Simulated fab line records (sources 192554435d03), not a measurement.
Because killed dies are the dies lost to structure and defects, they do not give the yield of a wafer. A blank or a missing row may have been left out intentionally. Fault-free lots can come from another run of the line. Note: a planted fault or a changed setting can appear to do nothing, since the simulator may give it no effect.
A sampling plan put to the test :: flow n5_finfet :: 45 faults told of in these records, all on one fab line, each judged by the records of the lots it struck
The plan is the line's own looks: the steps of the route at which a gauge or an inspection reads the wafer and doesn't change it. A look is open to judgement when struck wafers have a number at it and the file gives its usual mean and standard deviation on fault-free wafers. Caught: a look later than the fault's first step finds the struck wafers' mean 4 or more of those standard deviations (sigma) from the usual mean. On the tool: the identical test, applied to the tool's own readings at the steps of the fault. Another recipe on the struck wafers, or a record that is blank for them alone, also counts as caught.

## THE FAULTS, as the simulator had put them in
1. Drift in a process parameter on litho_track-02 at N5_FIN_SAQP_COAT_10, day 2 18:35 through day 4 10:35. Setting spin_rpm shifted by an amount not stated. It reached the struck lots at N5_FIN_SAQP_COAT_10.
2. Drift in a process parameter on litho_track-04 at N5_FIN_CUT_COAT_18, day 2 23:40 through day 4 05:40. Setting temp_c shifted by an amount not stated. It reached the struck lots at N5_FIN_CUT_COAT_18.
3. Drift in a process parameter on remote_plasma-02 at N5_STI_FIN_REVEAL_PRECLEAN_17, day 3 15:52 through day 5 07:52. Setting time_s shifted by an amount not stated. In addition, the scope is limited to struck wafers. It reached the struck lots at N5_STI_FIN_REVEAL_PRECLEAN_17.
4. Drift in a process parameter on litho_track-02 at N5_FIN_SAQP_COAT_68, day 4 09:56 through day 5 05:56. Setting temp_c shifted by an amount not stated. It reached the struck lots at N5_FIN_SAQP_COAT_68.
5. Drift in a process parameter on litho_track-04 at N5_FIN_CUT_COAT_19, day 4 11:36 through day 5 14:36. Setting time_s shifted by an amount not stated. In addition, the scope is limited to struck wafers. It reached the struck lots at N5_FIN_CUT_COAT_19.
6. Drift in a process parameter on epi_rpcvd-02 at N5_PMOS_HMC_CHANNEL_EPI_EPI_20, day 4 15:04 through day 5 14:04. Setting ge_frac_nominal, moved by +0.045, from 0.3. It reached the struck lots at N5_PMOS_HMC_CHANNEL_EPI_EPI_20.
7. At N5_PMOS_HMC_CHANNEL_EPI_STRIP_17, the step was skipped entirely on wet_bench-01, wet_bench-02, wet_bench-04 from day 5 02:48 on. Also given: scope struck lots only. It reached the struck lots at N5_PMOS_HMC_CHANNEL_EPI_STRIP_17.
8. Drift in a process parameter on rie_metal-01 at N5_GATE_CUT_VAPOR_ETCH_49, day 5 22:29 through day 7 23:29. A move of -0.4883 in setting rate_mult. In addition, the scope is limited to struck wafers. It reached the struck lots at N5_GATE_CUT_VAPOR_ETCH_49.
9. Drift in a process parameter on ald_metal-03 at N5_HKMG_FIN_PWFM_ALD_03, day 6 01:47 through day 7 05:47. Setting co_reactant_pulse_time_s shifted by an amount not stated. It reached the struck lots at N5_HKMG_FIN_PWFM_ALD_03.
10. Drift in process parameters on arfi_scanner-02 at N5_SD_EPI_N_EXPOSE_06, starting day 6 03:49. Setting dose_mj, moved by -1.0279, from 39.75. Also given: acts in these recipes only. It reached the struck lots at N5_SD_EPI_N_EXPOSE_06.
11. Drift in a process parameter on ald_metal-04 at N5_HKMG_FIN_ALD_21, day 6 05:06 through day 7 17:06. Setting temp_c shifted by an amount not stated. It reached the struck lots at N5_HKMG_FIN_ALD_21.
12. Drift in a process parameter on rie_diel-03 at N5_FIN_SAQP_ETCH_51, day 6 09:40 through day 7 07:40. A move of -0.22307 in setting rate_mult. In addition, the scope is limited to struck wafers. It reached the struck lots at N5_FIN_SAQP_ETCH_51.
13. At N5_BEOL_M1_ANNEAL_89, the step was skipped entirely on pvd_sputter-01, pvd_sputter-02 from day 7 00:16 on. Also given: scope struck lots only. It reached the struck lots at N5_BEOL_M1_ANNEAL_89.
14. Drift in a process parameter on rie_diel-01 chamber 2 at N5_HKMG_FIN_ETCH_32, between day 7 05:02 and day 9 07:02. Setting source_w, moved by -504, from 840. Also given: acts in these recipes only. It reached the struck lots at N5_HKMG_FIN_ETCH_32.
15. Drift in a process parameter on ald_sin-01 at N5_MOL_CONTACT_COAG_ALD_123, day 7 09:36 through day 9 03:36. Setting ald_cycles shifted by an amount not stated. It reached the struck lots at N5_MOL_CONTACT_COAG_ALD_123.
16. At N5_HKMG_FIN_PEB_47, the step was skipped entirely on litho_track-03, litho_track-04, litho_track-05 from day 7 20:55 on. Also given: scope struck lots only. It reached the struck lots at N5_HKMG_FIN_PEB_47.
17. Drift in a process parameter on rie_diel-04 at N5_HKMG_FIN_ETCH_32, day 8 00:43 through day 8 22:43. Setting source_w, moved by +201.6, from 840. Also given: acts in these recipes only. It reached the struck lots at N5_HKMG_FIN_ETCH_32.
18. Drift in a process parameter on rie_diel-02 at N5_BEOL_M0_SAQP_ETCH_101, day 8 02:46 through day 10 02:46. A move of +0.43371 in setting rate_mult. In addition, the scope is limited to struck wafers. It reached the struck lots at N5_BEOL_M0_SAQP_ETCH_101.
19. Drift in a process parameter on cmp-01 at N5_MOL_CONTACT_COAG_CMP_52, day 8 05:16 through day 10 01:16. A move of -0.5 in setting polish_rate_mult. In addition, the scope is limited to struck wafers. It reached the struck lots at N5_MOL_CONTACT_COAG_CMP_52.
20. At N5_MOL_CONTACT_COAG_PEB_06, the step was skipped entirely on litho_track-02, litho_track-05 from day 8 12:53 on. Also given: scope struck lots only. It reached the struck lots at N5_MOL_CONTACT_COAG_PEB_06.
21. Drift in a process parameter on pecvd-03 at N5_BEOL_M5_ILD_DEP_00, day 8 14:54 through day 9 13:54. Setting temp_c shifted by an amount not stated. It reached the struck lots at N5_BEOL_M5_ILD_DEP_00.
22. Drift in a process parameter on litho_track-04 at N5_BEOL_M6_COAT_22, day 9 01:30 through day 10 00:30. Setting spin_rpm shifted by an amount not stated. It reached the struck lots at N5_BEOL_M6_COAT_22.
23. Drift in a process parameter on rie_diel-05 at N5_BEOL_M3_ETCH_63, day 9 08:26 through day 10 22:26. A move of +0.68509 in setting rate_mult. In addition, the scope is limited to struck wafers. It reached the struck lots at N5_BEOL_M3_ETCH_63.
24. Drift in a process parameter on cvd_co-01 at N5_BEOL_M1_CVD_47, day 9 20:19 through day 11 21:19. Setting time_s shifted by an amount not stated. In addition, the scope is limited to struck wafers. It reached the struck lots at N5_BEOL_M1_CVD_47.
25. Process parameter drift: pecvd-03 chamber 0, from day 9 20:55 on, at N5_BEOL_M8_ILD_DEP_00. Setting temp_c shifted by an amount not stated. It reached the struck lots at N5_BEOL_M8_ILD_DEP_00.
26. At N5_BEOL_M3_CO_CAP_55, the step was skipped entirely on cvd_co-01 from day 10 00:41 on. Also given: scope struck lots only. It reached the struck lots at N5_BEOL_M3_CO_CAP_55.
27. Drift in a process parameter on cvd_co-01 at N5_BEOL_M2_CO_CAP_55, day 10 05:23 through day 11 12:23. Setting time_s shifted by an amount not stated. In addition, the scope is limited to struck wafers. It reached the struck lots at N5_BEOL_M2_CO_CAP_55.
28. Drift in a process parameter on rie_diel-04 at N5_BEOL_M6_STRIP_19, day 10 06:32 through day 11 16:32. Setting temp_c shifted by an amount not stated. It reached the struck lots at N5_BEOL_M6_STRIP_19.
29. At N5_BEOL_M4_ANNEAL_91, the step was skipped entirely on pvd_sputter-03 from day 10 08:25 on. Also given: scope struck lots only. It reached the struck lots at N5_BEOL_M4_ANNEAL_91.
30. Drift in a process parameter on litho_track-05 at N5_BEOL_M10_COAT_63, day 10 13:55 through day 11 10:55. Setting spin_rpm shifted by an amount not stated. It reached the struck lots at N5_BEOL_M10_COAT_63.
31. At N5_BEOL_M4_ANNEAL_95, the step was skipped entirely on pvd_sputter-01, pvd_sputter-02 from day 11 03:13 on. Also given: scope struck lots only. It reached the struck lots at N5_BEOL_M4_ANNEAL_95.
32. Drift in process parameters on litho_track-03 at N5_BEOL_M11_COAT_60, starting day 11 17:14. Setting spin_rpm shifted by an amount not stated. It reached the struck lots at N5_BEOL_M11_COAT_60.
33. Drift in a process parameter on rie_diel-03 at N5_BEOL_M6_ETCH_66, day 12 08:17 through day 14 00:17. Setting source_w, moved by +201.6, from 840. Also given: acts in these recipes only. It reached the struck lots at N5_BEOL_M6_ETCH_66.
34. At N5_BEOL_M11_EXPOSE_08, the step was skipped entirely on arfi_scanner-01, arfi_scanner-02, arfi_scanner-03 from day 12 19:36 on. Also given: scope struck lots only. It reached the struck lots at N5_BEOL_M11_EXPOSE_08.
35. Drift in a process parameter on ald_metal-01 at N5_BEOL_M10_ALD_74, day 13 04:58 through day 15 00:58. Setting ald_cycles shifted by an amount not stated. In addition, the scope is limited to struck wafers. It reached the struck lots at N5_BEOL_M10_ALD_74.
36. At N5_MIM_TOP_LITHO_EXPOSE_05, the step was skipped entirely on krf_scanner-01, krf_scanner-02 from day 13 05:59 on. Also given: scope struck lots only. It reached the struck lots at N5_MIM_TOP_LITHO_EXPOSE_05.
37. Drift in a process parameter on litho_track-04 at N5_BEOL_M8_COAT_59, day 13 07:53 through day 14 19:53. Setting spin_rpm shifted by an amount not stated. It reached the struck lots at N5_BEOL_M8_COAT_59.
38. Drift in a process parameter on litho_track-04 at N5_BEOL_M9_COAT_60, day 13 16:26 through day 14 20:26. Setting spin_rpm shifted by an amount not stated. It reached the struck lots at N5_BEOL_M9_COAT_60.
39. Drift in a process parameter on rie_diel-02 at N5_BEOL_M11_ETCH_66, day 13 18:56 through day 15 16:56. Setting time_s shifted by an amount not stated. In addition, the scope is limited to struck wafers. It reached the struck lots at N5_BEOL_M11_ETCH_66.
40. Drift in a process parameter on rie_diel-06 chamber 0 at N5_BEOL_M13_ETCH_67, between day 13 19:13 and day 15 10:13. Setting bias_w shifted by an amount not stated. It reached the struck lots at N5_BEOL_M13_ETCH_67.
41. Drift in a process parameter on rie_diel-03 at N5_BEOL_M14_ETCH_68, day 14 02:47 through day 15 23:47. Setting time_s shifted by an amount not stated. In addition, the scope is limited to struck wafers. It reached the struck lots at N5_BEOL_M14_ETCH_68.
42. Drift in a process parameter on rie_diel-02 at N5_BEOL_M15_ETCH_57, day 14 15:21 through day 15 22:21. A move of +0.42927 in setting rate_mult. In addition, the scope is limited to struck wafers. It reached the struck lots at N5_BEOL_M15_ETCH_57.
43. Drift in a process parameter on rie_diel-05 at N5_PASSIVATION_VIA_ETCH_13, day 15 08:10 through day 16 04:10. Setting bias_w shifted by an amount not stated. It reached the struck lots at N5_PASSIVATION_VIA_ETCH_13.
44. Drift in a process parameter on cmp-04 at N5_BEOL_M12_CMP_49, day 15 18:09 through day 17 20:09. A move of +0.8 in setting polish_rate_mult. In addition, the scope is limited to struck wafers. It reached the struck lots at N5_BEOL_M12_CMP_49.
45. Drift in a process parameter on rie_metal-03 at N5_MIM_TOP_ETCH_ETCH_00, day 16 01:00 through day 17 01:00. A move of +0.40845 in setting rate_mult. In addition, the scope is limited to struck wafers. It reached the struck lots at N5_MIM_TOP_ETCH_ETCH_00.

## WHAT THE PLAN SAW
fault: 1
on the tool itself: spin_speed_rpm -78 sigma
first look that catches it: not the one look that can be judged after it
reading, sigma: -
median hours from its first step to that look: -
hours from the fault's start to the first struck lot there: -
judged looks passed uncaught: 1

fault: 2
on the tool itself: heater_power_total_W +99 or beyond sigma
first look that catches it: not the one look that can be judged after it
reading, sigma: -
median hours from its first step to that look: -
hours from the fault's start to the first struck lot there: -
judged looks passed uncaught: 1

fault: 3
on the tool itself: no reading that can be judged
first look that catches it: none of the 3 looks that can be judged after it
reading, sigma: strongest: trench_depth_nm at N5_STI_FIN_REVEAL_FIN_H_MEAS_10, -2.4
median hours from its first step to that look: -
hours from the fault's start to the first struck lot there: -
judged looks passed uncaught: 3

fault: 4
on the tool itself: plate_temp_C -61 sigma
first look that catches it: not the one look that can be judged after it
reading, sigma: -
median hours from its first step to that look: -
hours from the fault's start to the first struck lot there: -
judged looks passed uncaught: 1

fault: 5
on the tool itself: run_length_s -86 sigma
first look that catches it: not the one look that can be judged after it
reading, sigma: -
median hours from its first step to that look: -
hours from the fault's start to the first struck lot there: -
judged looks passed uncaught: 1

fault: 6
on the tool itself: no reading that can be judged
first look that catches it: N5_BEOL_M4_RC_MEAS_101
reading, sigma: IOFF_P_LONG +20
median hours from its first step to that look: 148.2
hours from the fault's start to the first struck lot there: 157
judged looks passed uncaught: 0

fault: 7
on the tool itself: the tool's record is blank for the struck wafers
first look that catches it: not the one look that can be judged after it
reading, sigma: -
median hours from its first step to that look: -
hours from the fault's start to the first struck lot there: -
judged looks passed uncaught: 1

fault: 8
on the tool itself: only faintly: oes_product_au -2.7 sigma
first look that catches it: not the one look that can be judged after it
reading, sigma: -
median hours from its first step to that look: -
hours from the fault's start to the first struck lot there: -
judged looks passed uncaught: 1

fault: 9
on the tool itself: under 2 sigma
first look that catches it: not the one look that can be judged after it
reading, sigma: -
median hours from its first step to that look: -
hours from the fault's start to the first struck lot there: -
judged looks passed uncaught: 1

fault: 10
on the tool itself: exposure_dose_mJ_cm2 -5.3 sigma
first look that catches it: none of the 2 looks that can be judged after it
reading, sigma: -
median hours from its first step to that look: -
hours from the fault's start to the first struck lot there: -
judged looks passed uncaught: 2

fault: 11
on the tool itself: susceptor_temp_C -15 sigma
first look that catches it: not the one look that can be judged after it
reading, sigma: -
median hours from its first step to that look: -
hours from the fault's start to the first struck lot there: -
judged looks passed uncaught: 1

fault: 12
on the tool itself: etch_rf_on_time_s +16 sigma
first look that catches it: not the one look that can be judged after it
reading, sigma: -
median hours from its first step to that look: -
hours from the fault's start to the first struck lot there: -
judged looks passed uncaught: 1

fault: 13
on the tool itself: the tool's record is blank for the struck wafers
first look that catches it: not the one look that can be judged after it
reading, sigma: -
median hours from its first step to that look: -
hours from the fault's start to the first struck lot there: -
judged looks passed uncaught: 1

fault: 14
on the tool itself: rf_fwd_power_W -99 or beyond sigma
first look that catches it: not the one look that can be judged after it
reading, sigma: -
median hours from its first step to that look: -
hours from the fault's start to the first struck lot there: -
judged looks passed uncaught: 1

fault: 15
on the tool itself: under 2 sigma
first look that catches it: not the one look that can be judged after it
reading, sigma: -
median hours from its first step to that look: -
hours from the fault's start to the first struck lot there: -
judged looks passed uncaught: 1

fault: 16
on the tool itself: the tool's record is blank for the struck wafers
first look that catches it: no look after it can be judged
reading, sigma: -
median hours from its first step to that look: -
hours from the fault's start to the first struck lot there: -
judged looks passed uncaught: 0

fault: 17
on the tool itself: rf_fwd_power_W +74 sigma
first look that catches it: not the one look that can be judged after it
reading, sigma: -
median hours from its first step to that look: -
hours from the fault's start to the first struck lot there: -
judged looks passed uncaught: 1

fault: 18
on the tool itself: oes_product_au +4.5 sigma
first look that catches it: not the one look that can be judged after it
reading, sigma: -
median hours from its first step to that look: -
hours from the fault's start to the first struck lot there: -
judged looks passed uncaught: 1

fault: 19
on the tool itself: overpolish_run_s -99 or beyond sigma
first look that catches it: N5_MOL_CONTACT_COAG_INSPECT_97
reading, sigma: raw_defect_count +52
median hours from its first step to that look: 3.3
hours from the fault's start to the first struck lot there: 15
judged looks passed uncaught: 0

fault: 20
on the tool itself: the tool's record is blank for the struck wafers
first look that catches it: no look after it can be judged
reading, sigma: -
median hours from its first step to that look: -
hours from the fault's start to the first struck lot there: -
judged looks passed uncaught: 0

fault: 21
on the tool itself: susceptor_temp_C +99 or beyond sigma
first look that catches it: N5_BEOL_M5_THK_MEAS_01
reading, sigma: M5_ILD_THK -7.4
median hours from its first step to that look: 0.6
hours from the fault's start to the first struck lot there: 7
judged looks passed uncaught: 0

fault: 22
on the tool itself: spin_speed_rpm -52 sigma
first look that catches it: no look after it can be judged
reading, sigma: -
median hours from its first step to that look: -
hours from the fault's start to the first struck lot there: -
judged looks passed uncaught: 0

fault: 23
on the tool itself: etch_rf_on_time_s -16 sigma
first look that catches it: not the one look that can be judged after it
reading, sigma: -
median hours from its first step to that look: -
hours from the fault's start to the first struck lot there: -
judged looks passed uncaught: 1

fault: 24
on the tool itself: run_length_s -81 sigma
first look that catches it: not the one look that can be judged after it
reading, sigma: -
median hours from its first step to that look: -
hours from the fault's start to the first struck lot there: -
judged looks passed uncaught: 1

fault: 25
on the tool itself: susceptor_temp_C +29 sigma
first look that catches it: no look after it can be judged
reading, sigma: -
median hours from its first step to that look: -
hours from the fault's start to the first struck lot there: -
judged looks passed uncaught: 0

fault: 26
on the tool itself: the tool's record is blank for the struck wafers
first look that catches it: none of the 2 looks that can be judged after it
reading, sigma: -
median hours from its first step to that look: -
hours from the fault's start to the first struck lot there: -
judged looks passed uncaught: 2

fault: 27
on the tool itself: run_length_s +99 or beyond sigma
first look that catches it: not the one look that can be judged after it
reading, sigma: -
median hours from its first step to that look: -
hours from the fault's start to the first struck lot there: -
judged looks passed uncaught: 1

fault: 28
on the tool itself: temp_c +4.7 sigma
first look that catches it: no look after it can be judged
reading, sigma: -
median hours from its first step to that look: -
hours from the fault's start to the first struck lot there: -
judged looks passed uncaught: 0

fault: 29
on the tool itself: the tool's record is blank for the struck wafers
first look that catches it: not the one look that can be judged after it
reading, sigma: -
median hours from its first step to that look: -
hours from the fault's start to the first struck lot there: -
judged looks passed uncaught: 1

fault: 30
on the tool itself: spin_speed_rpm -99 or beyond sigma
first look that catches it: not the one look that can be judged after it
reading, sigma: -
median hours from its first step to that look: -
hours from the fault's start to the first struck lot there: -
judged looks passed uncaught: 1

fault: 31
on the tool itself: the tool's record is blank for the struck wafers
first look that catches it: not the one look that can be judged after it
reading, sigma: -
median hours from its first step to that look: -
hours from the fault's start to the first struck lot there: -
judged looks passed uncaught: 1

fault: 32
on the tool itself: spin_speed_rpm +99 or beyond sigma
first look that catches it: not the one look that can be judged after it
reading, sigma: -
median hours from its first step to that look: -
hours from the fault's start to the first struck lot there: -
judged looks passed uncaught: 1

fault: 33
on the tool itself: rf_fwd_power_W +77 sigma
first look that catches it: not the one look that can be judged after it
reading, sigma: -
median hours from its first step to that look: -
hours from the fault's start to the first struck lot there: -
judged looks passed uncaught: 1

fault: 34
on the tool itself: no reading that can be judged
first look that catches it: no look after it can be judged
reading, sigma: -
median hours from its first step to that look: -
hours from the fault's start to the first struck lot there: -
judged looks passed uncaught: 0

fault: 35
on the tool itself: under 2 sigma
first look that catches it: not the one look that can be judged after it
reading, sigma: -
median hours from its first step to that look: -
hours from the fault's start to the first struck lot there: -
judged looks passed uncaught: 1

fault: 36
on the tool itself: no reading that can be judged
first look that catches it: no look after it can be judged
reading, sigma: -
median hours from its first step to that look: -
hours from the fault's start to the first struck lot there: -
judged looks passed uncaught: 0

fault: 37
on the tool itself: spin_speed_rpm +99 or beyond sigma
first look that catches it: no look after it can be judged
reading, sigma: -
median hours from its first step to that look: -
hours from the fault's start to the first struck lot there: -
judged looks passed uncaught: 0

fault: 38
on the tool itself: spin_speed_rpm +95 sigma
first look that catches it: no look after it can be judged
reading, sigma: -
median hours from its first step to that look: -
hours from the fault's start to the first struck lot there: -
judged looks passed uncaught: 0

fault: 39
on the tool itself: run_length_s -65 sigma
first look that catches it: no look after it can be judged
reading, sigma: -
median hours from its first step to that look: -
hours from the fault's start to the first struck lot there: -
judged looks passed uncaught: 0

fault: 40
on the tool itself: bias_w -15 sigma
first look that catches it: no look after it can be judged
reading, sigma: -
median hours from its first step to that look: -
hours from the fault's start to the first struck lot there: -
judged looks passed uncaught: 0

fault: 41
on the tool itself: run_length_s +60 sigma
first look that catches it: no look after it can be judged
reading, sigma: -
median hours from its first step to that look: -
hours from the fault's start to the first struck lot there: -
judged looks passed uncaught: 0

fault: 42
on the tool itself: oes_product_au +4.1 sigma
first look that catches it: not the one look that can be judged after it
reading, sigma: -
median hours from its first step to that look: -
hours from the fault's start to the first struck lot there: -
judged looks passed uncaught: 1

fault: 43
on the tool itself: bias_w +17 sigma
first look that catches it: no look after it can be judged
reading, sigma: -
median hours from its first step to that look: -
hours from the fault's start to the first struck lot there: -
judged looks passed uncaught: 0

fault: 44
on the tool itself: barrier_field_endpoint_s -19 sigma
first look that catches it: no look after it can be judged
reading, sigma: -
median hours from its first step to that look: -
hours from the fault's start to the first struck lot there: -
judged looks passed uncaught: 0

fault: 45
on the tool itself: oes_product_au +4.4 sigma
first look that catches it: no look after it can be judged
reading, sigma: -
median hours from its first step to that look: -
hours from the fault's start to the first struck lot there: -
judged looks passed uncaught: 0
A dash: this means the fault isn't caught or the number doesn't appear in these records.

Caught at a look: 3 of 45. Caught on the tool: 37 of 45. By one or the other: 38 of 45.
Faults caught by the tool alone: 1, 2, 4, 5, 7, 10, 11, 12, 13, 14, 16, 17, 18, 20, 22, 23, 24, 25, 26, 27, 28, 29, 30, 31, 32, 33, 37, 38, 39, 40, 41, 42, 43, 44, 45.
Caught at a look alone: fault 6.
Caught by neither: faults 3, 8, 9, 15, 34, 35, 36.

## THINNER SAMPLING
If the look that catches a fault measured only every second or every third lot, by lot number, the first struck lot would be measured this late in the worst case:
fault: 6
struck lots at that look, in order of time: L538, L541
every lot: 157 h
every second lot: 164 h
every third lot: may miss all 2

fault: 19
struck lots at that look, in order of time: L249, L253
every lot: 15 h
every second lot: may miss all 2
every third lot: may miss all 2

fault: 21
struck lots at that look, in order of time: L666, L667
every lot: 7 h
every second lot: 15 h
every third lot: may miss all 2
Hours: fault start to first struck lot measured. 4 sigma limit: tested on the pooled struck wafers, so a lone lot may be under it. Other struck lots may not be in these records.

## THE LONGEST TIMED WAY FROM STEP TO LOOK
Fault 6: the median time between N5_PMOS_HMC_CHANNEL_EPI_EPI_20 and N5_BEOL_M4_RC_MEAS_101 is 148.2 hours. No look between them can be judged.
